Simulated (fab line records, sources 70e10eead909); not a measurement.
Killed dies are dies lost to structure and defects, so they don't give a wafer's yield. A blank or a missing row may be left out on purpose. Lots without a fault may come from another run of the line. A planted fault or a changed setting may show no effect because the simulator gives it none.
Which tool did it? | flow nand_harc | 7 lots, 21 wafers sampled, at 4 steps of a route of 1302

WHAT THE GAUGES READ, wafer by wafer
NHARC_HYBRID_BOND_OVL_MEAS_05.
lot  | measured     | on         | overlay_x_nm (nm)
L656 | day 23 23:15 | overlay-02 | -17 58 48
L659 | day 25 14:18 | overlay-02 | 14 23 -34
L660 | day 26 06:08 | overlay-01 | -70 -21 39
L662 | day 26 17:58 | overlay-02 | -9 -20 25
L664 | day 27 23:34 | overlay-01 | 43 -13 17
L678 | day 33 23:01 | overlay-02 | -21 18 -5

WHICH TOOL RAN EACH LOT (tool, then ch and the chambers of the sampled wafers, then the start)
lot  | NHARC_P_BONDPAD_ECD_18         | NHARC_A_BONDPAD_PRE_CLEAN_26            | NHARC_A_BONDPAD_CMP_19
L656 | ecd_cu-02 ch 0,1, day 7 02:31  | pvd_sputter-01, day 23 13:15 or earlier | cmp-03 ch 2,3, day 23 13:15
L659 | ecd_cu-02 ch 0,1, day 8 04:52  | pvd_sputter-02, day 25 04:07 or earlier | cmp-02 ch 0,1, day 25 04:07
L660 | ecd_cu-02 ch 0,1, day 8 20:16  | pvd_sputter-01, day 25 19:55 or earlier | cmp-03 ch 1,2,3, day 25 19:55
L662 | ecd_cu-02 ch 0,1, day 9 15:37  | pvd_sputter-03, day 26 05:24 or earlier | cmp-04 ch 0,1,3, day 26 05:24
L664 | ecd_cu-01 ch 0,1, day 10 20:47 | pvd_sputter-03, day 27 15:55 or earlier | cmp-03 ch 0,1, day 27 15:55
L670 | ecd_cu-01 ch 0,1, day 12 17:28 | -                                       | -
L678 | ecd_cu-01 ch 0,1, day 16 13:11 | pvd_sputter-03, day 33 12:37 or earlier | cmp-04 ch 0,1,2, day 33 12:37
- NHARC_P_BONDPAD_ECD_18: material Cu, target thk 400 nm.
- NHARC_A_BONDPAD_PRE_CLEAN_26: time 30 s.
- NHARC_A_BONDPAD_CMP_19: polishes, t overpolish 30 s, cu recess touch 16 s, target thk 169.82 nm.

THE ANSWER, worked out from the rows above alone
Rule: what is usual is taken from the lots themselves. Put in order of their means at a reading, lots are off if they are a third of the lots or fewer, leave a main group of 4 or more, and stand apart from it by a gap of 3 or more times the standard deviation of the main group's means; of several such gaps the widest counts. A main group whose means are all the same, to the digits that the tables above print for the reading, isn't used. A lot without any number at a reading at which 4 lots or more have one is off too. The other lots that the step has rows for count as sound.
No lot is off at any reading shown: from this, nothing can be told.

WHAT THE SIMULATOR HAD PUT IN
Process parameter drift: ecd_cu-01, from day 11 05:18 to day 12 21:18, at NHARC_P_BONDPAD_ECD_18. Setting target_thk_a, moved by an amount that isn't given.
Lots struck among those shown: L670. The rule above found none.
